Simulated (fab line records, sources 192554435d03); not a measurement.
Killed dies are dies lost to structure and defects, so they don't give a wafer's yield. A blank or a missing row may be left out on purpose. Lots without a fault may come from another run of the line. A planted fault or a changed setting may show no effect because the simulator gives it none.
Chamber matching | flow n5_finfet | N5_HKMG_FIN_ALD_91 on ald_metal-02: 4 sister chambers
The step deposits TiN, target thk 1 nm, pulse time 1 s, purge time 3 s. 8 wafers are shown with their chamber, then 8 later ones without.

WAFERS WITH THEIR CHAMBER
wafer  | chamber | heater_power_w (W) | precursor_pulse_height_rel
L082.6 | 0       | 722                | 0.954
L087.6 | 2       | 822                | 0.998
L088.5 | 0       | 725                | 0.982
L088.6 | 3       | 933                | 1.021
L090.2 | 2       | 831                | 1.004
L090.3 | 1       | 995                | 0.991
L090.6 | 1       | 996                | 1.010
L095.1 | 3       | 907                | 0.973

WAFERS WITHOUT THEIR CHAMBER
wafer  | heater_power_w (W) | precursor_pulse_height_rel
L095.3 | 992                | 0.974
L095.6 | 760                | 1.013
L096.1 | 858                | 0.978
L096.5 | 933                | 1.003
L096.6 | 725                | 1.008
L097.2 | 946                | 1.032
L097.3 | 849                | 1.030
L097.6 | 863                | 0.982

WHICH CHAMBER EACH WENT THROUGH
wafer  | from the rows above | in truth
L095.3 | 1                   | 1
L095.6 | 0                   | 0
L096.1 | 2                   | 2
L096.5 | 3                   | 3
L096.6 | 0                   | 0
L097.2 | 3                   | 3
L097.3 | 2                   | 2
L097.6 | 2                   | 2
Placed correctly: 8 of 8. Can't be placed from these rows: 0. Placed wrongly: 0.
How it was worked out, from the rows above alone: a wafer's distance from a chamber is the root of the sum, over the readings, of the square of ((its reading less the chamber's mean) divided by the reading's scatter). The wafer belongs to the nearest chamber; if the next one is less than 2 further off, it can't be placed. A chamber's mean is the mean of its shown wafers. The scatter: the root of (the sum of the squares of (reading less its chamber's mean) over the shown wafers, divided by (wafers less chambers)).
